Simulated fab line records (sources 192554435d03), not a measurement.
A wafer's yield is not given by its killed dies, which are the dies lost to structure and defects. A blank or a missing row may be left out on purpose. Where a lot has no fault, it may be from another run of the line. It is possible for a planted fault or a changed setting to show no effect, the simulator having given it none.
Chamber matching :: flow n5_finfet :: N5_BEOL_M4_PRE_CLEAN_60 on cvd_co-01: 3 sister chambers
The step time 15 s. 6 wafers are shown with their chamber, then 12 later ones without.

== EACH WAFER AND ITS CHAMBER ==
wafer: L086.6
chamber: 1
heater_power_outer_w (W): 3
heater_power_w (W): 67

wafer: L087.4
chamber: 2
heater_power_outer_w (W): 18
heater_power_w (W): 85

wafer: L087.6
chamber: 0
heater_power_outer_w (W): 33
heater_power_w (W): 102

wafer: L089.2
chamber: 2
heater_power_outer_w (W): 19
heater_power_w (W): 89

wafer: L089.3
chamber: 0
heater_power_outer_w (W): 32
heater_power_w (W): 103

wafer: L089.5
chamber: 1
heater_power_outer_w (W): 3
heater_power_w (W): 67

== WAFERS MISSING THEIR CHAMBER ==
wafer: L095.3
heater_power_outer_w (W): 19
heater_power_w (W): 87

wafer: L095.4
heater_power_outer_w (W): 3
heater_power_w (W): 68

wafer: L095.6
heater_power_outer_w (W): 18
heater_power_w (W): 87

wafer: L093.1
heater_power_outer_w (W): 3
heater_power_w (W): 68

wafer: L093.4
heater_power_outer_w (W): 3
heater_power_w (W): 67

wafer: L093.6
heater_power_outer_w (W): 32
heater_power_w (W): 103

wafer: L094.1
heater_power_outer_w (W): 19
heater_power_w (W): 86

wafer: L094.4
heater_power_outer_w (W): 31
heater_power_w (W): 101

wafer: L094.6
heater_power_outer_w (W): 19
heater_power_w (W): 86

wafer: L096.1
heater_power_outer_w (W): 3
heater_power_w (W): 66

wafer: L096.2
heater_power_outer_w (W): 19
heater_power_w (W): 87

wafer: L096.3
heater_power_outer_w (W): 32
heater_power_w (W): 106

== WHICH CHAMBER EACH ONE RAN IN ==
wafer: L095.3
from the rows above: 2
in truth: 2

wafer: L095.4
from the rows above: 1
in truth: 1

wafer: L095.6
from the rows above: 2
in truth: 2

wafer: L093.1
from the rows above: 1
in truth: 1

wafer: L093.4
from the rows above: 1
in truth: 1

wafer: L093.6
from the rows above: 0
in truth: 0

wafer: L094.1
from the rows above: 2
in truth: 2

wafer: L094.4
from the rows above: 0
in truth: 0

wafer: L094.6
from the rows above: 2
in truth: 2

wafer: L096.1
from the rows above: 1
in truth: 1

wafer: L096.2
from the rows above: 2
in truth: 2

wafer: L096.3
from the rows above: 0
in truth: 0
12 of 12 placed correctly. From these rows, 0 cannot be placed. Wrongly placed: 0.
How it was worked out, from the rows above alone: a wafer's distance from a chamber is the root of the sum, over the readings, of the square of ((its reading less the chamber's mean) divided by the reading's scatter). The wafer belongs to the nearest chamber; if the next one is less than 2 further off, it can't be placed. Each chamber's mean is taken over the wafers shown for it. How the scatter is found: for the shown wafers, subtract from each reading the mean of its chamber, square and add these, divide the total by (wafers less chambers), then take the root.
